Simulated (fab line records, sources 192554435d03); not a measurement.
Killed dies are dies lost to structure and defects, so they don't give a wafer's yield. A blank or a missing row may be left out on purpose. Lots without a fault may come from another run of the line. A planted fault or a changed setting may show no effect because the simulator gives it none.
Split-lot experiment | flow n5_finfet | 7 lots, 21 wafers read, on a route of 1938 steps

THE SPLIT
At N5_BEOL_M0_SAQP_PECVD_96 (deposits a-Si from SiH4/He, target thk 45 nm, time 45.2 s), the setting time_s was moved away from the recipe's 45.2 s on 8 of the 21 wafers read, by -14.0% to +9.8%. The other wafers ran this setting at the recipe's value.

FROM THE SPLIT TO THE READING: what the file shows between them, 12 steps
- N5_BEOL_M0_SAQP_COAT_08: resist thk 90 nm (also split here: spin_rpm)
- N5_BEOL_M0_SAQP_EBR_10
- N5_BEOL_M0_SAQP_SOFTBAKE_09: time 60 s
- N5_BEOL_M0_SAQP_EXPOSE_11: exposes mask M0 CORE, target cd 42 nm
- N5_BEOL_M0_SAQP_PEB_12: peb time 60 s
- N5_BEOL_M0_SAQP_DEVELOP_13: develop time 30 s
- N5_BEOL_M0_SAQP_ETCH_101: etches SiNx in CH3F/O2, target depth 29.9 nm, time 42.7 s
- N5_BEOL_M0_SAQP_ETCH_102: etches SiO2 in CF4, target depth 4 nm, time 4.4 s
- N5_BEOL_M0_SAQP_MANDREL_ETCH_103: etches a-Si in HBr/Cl2, stops on SiCN, target depth 45 nm, bt time 10 s, time 27 s
- N5_BEOL_M0_SAQP_RECESS_104: chemistry HF/NH3, target SiO2, target depth 18 nm, afs cycles 3, sublimation time 60 s
- N5_BEOL_M0_SAQP_COAT_105: time 60 s, resist thk 100 nm
- N5_BEOL_M0_SAQP_ETCH_106: etches SOC in N2/H2, stops on SiNx, target depth 150 nm

THE READING
a-Si_of_BEOL_M0_SAQP_PECVD_96.thk_nm (the simulator's own value, which no gauge read), in nm, at N5_BEOL_M0_SAQP_ETCH_107 (etches SiNx in CH3F/O2, target depth 30 nm). The file gives no usual value for it. The 13 wafers here that ran the recipe average 44.2 nm, standard deviation 0.51 nm.

wafer  | tool, chamber at the split | time_s as run, s | against the recipe | a-Si_of_BEOL_M0_SAQP_PECVD_96.thk_nm, nm | against lot-mates on the recipe
L074.2 | pecvd-03, 2,1              | 45.2             | recipe             | 44.2                                     | -
L074.3 | pecvd-03, 2,1              | 45.2             | recipe             | 44.2                                     | -
L074.5 | pecvd-03, 1                | 39.43            | -12.8%             | 39                                       | -5.2
L076.1 | pecvd-01, 1                | 45.2             | recipe             | 43.4                                     | -
L076.4 | pecvd-01, 1                | 38.89            | -14.0%             | 38.8                                     | -4.6
L076.6 | pecvd-01, 0                | 38.89            | -14.0%             | 38.2                                     | -5.2
L077.1 | pecvd-03, 2                | 49.63            | +9.8%              | 48.8                                     | +3.6
L077.4 | pecvd-03, 0                | 49.63            | +9.8%              | 49.2                                     | +4.0
L077.6 | pecvd-03, 2                | 45.2             | recipe             | 45.2                                     | -
L081.3 | pecvd-01, 2                | 45.2             | recipe             | 43.8                                     | -
L081.4 | pecvd-01, 0                | 47.83            | +5.8%              | 48.2                                     | +4.4
L081.5 | pecvd-01, 1                | 47.83            | +5.8%              | 47.2                                     | +3.4
L092.1 | pecvd-01, 1                | 45.2             | recipe             | 43.6                                     | -
L092.4 | pecvd-01, 1,2              | 45.2             | recipe             | 44.6                                     | -
L092.6 | pecvd-01, 1,2              | 45.2             | recipe             | 44.6                                     | -
L094.2 | pecvd-01, 1                | 45.2             | recipe             | 43.8                                     | -
L094.5 | pecvd-01, 0                | 45.2             | recipe             | 44.4                                     | -
L094.6 | pecvd-01, 2                | 49.24            | +8.9%              | 47.8                                     | +3.7
L097.1 | pecvd-03, 1                | 45.2             | recipe             | 43.8                                     | -
L097.3 | pecvd-03, 0                | 45.2             | recipe             | 44.8                                     | -
L097.5 | pecvd-03, 1                | 45.2             | recipe             | 44.6                                     | -
Where a row lists several chambers, the file gives one row for several wafers and doesn't say which wafer went through which chamber.

THE FIT
A straight line over all 21 wafers: a-Si_of_BEOL_M0_SAQP_PECVD_96.thk_nm changes by +0.44 nm for each +1% of time_s; r = +0.98; the points scatter about the line by 0.57 nm.
The same after taking each lot's own level away (the mean of its wafers on the recipe; 21 wafers): +0.399 nm for each +1%; r = +0.98; scatter 0.62 nm.
On that fit, the largest move of time_s shifts the reading by 5.6 nm.
The lots' own levels span 43.40 to 45.20 nm, that is 3.5 times the standard deviation above.
So the lot-to-lot level changes the slope: the two fits differ.
Check: with one of the wafers moved furthest among these (-14.0%) left out of the fit, the line predicts -5.64 nm for it against its lot-mates. It came out at -4.6 nm against them.

OTHER SPLITS ON THESE WAFERS
These wafers also went through other splits before the reading. Each is held against what the fit with the lots' levels taken away leaves over:
other split on the same wafers   | wafers away from the commonest value | r with a-Si_of_BEOL_M0_SAQP_PECVD_96.thk_nm (lot level and that fit taken away)
N5_BEOL_M0_SAQP_COAT_08 spin_rpm | 8                                    | +0.42

THE WHOLE CHAIN: every reading that the file lists as answering this split, in the file's order
step                             | what it does                                                                       | reading                                                                               | change (the file's fit)               | r (the file's)
N5_BEOL_M0_SAQP_PECVD_96         | deposits a-Si from SiH4/He, target thk 45 nm, time 45.2 s                          | a-Si_of_BEOL_M0_SAQP_PECVD_96.thk_nm (the simulator's own value, which no gauge read) | +0.407 nm for each +1% of the setting | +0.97
N5_BEOL_M0_SAQP_MANDREL_ETCH_103 | etches a-Si in HBr/Cl2, stops on SiCN, target depth 45 nm, bt time 10 s, time 27 s | etch.depth_nm (the simulator's own value, which no gauge read)                        | +0.406 nm for each +1% of the setting | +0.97
N5_BEOL_M0_SAQP_ETCH_107         | etches SiNx in CH3F/O2, target depth 30 nm                                         | a-Si_of_BEOL_M0_SAQP_PECVD_96.thk_nm (the simulator's own value, which no gauge read) | +0.401 nm for each +1% of the setting | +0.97

THE FILE'S OWN FIT
a-Si_of_BEOL_M0_SAQP_PECVD_96.thk_nm changes by +0.401 nm for each +1% of time_s, r = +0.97.
